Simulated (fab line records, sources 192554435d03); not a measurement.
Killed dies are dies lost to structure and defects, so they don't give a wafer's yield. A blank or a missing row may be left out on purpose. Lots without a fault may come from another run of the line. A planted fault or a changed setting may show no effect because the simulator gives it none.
Split-lot experiment | flow n5_finfet | 7 lots, 21 wafers read, on a route of 1938 steps

THE SPLIT
At N5_HKMG_FIN_ETCH_58 (etches SOC in N2/H2, target depth 215.8 nm, time 741 s), the setting source_w was moved away from the recipe's 875 W on 10 of the 21 wafers read, by -14.7% to +16.2%. The other wafers ran this setting at the recipe's value.

The reading is taken at the split's own step.

THE READING
rf_vpp_V, in V, at N5_HKMG_FIN_ETCH_58 (etches SOC in N2/H2, target depth 215.8 nm, time 741 s). Fault-free wafers of this fab line usually give 99.1 V, standard deviation 0.96 V.

wafer  | tool, chamber at the split | source_w as run, W | against the recipe | rf_vpp_V, V | against lot-mates on the recipe
L076.2 | rie_diel-05, 3             | 767.6              | -12.3%             | 104.2       | +6.0
L076.3 | rie_diel-05, 0             | 875                | recipe             | 98.5        | -
L076.4 | rie_diel-05, 1             | 875                | recipe             | 98.0        | -
L080.1 | rie_diel-04, 1             | 875                | recipe             | 99.9        | -
L080.4 | rie_diel-04, 3             | 1012               | +15.7%             | 93.1        | -6.8
L080.6 | rie_diel-04, 0             | 1012               | +15.7%             | 94.7        | -5.2
L081.2 | rie_diel-05, 2             | 875                | recipe             | 97.9        | -
L081.4 | rie_diel-05, 3             | 1013               | +15.8%             | 94.5        | -3.4
L081.5 | rie_diel-05, 3             | 1013               | +15.8%             | 93.8        | -4.1
L082.1 | rie_diel-06, 1             | 875                | recipe             | 98.0        | -
L082.2 | rie_diel-06, 0             | 746.5              | -14.7%             | 105.0       | +7.0
L082.6 | rie_diel-06, 2             | 746.5              | -14.7%             | 106.4       | +8.4
L088.2 | rie_diel-04, 2             | 875                | recipe             | 99.7        | -
L088.5 | rie_diel-04, 3             | 875                | recipe             | 98.6        | -
L088.6 | rie_diel-04, 2             | 1017               | +16.2%             | 93.5        | -5.7
L095.2 | rie_diel-04, 2             | 875                | recipe             | 100.5       | -
L095.3 | rie_diel-04, 3             | 875                | recipe             | 99.5        | -
L095.4 | rie_diel-04, 2             | 875                | recipe             | 100.3       | -
L097.2 | rie_diel-05, 0             | 875                | recipe             | 98.5        | -
L097.4 | rie_diel-05, 1             | 755.2              | -13.7%             | 103.9       | +5.4
L097.5 | rie_diel-05, 2             | 755.2              | -13.7%             | 104.2       | +5.7

THE FIT
A straight line over all 21 wafers: rf_vpp_V changes by -0.364 V for each +1% of source_w; r = -0.97; the points scatter about the line by 0.92 V.
The same after taking each lot's own level away (the mean of its wafers on the recipe; 21 wafers): -0.387 V for each +1%; r = -0.97; scatter 1 V.
On that fit, the largest move of source_w shifts the reading by 6.3 V.
The lots' own levels span 97.90 to 100.10 V, that is 2.3 times the standard deviation above.
So the lot-to-lot level changes the slope little: the two slopes agree.
Check: with one of the wafers moved furthest among these (+16.2%) left out of the fit, the line predicts -5.77 V for it against its lot-mates. It came out at -5.65 V against them.
Tool readings at the split's step, against how far the setting was moved: rf_vpp_V r = -0.97.

THE WHOLE CHAIN: every reading that the file lists as answering this split, in the file's order
step                | what it does                                           | reading                                                                         | change (the file's fit)              | r (the file's)
N5_HKMG_FIN_ETCH_58 | etches SOC in N2/H2, target depth 215.8 nm, time 741 s | rf_vpp_V                                                                        | -0.388 V for each +1% of the setting | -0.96
N5_HKMG_FIN_ETCH_58 | etches SOC in N2/H2, target depth 215.8 nm, time 741 s | SOC_of_HKMG_FIN_COAT_41.thk_nm (the simulator's own value, which no gauge read) | -1.63 nm for each +1% of the setting | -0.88
N5_HKMG_FIN_ETCH_58 | etches SOC in N2/H2, target depth 215.8 nm, time 741 s | etch.depth_nm (the simulator's own value, which no gauge read)                  | +1.63 nm for each +1% of the setting | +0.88
N5_HKMG_FIN_ETCH_58 | etches SOC in N2/H2, target depth 215.8 nm, time 741 s | HKMG_FIN.feature_depth_nm (the simulator's own value, which no gauge read)      | +1.63 nm for each +1% of the setting | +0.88

THE FILE'S OWN FIT
rf_vpp_V changes by -0.388 V for each +1% of source_w, r = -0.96.
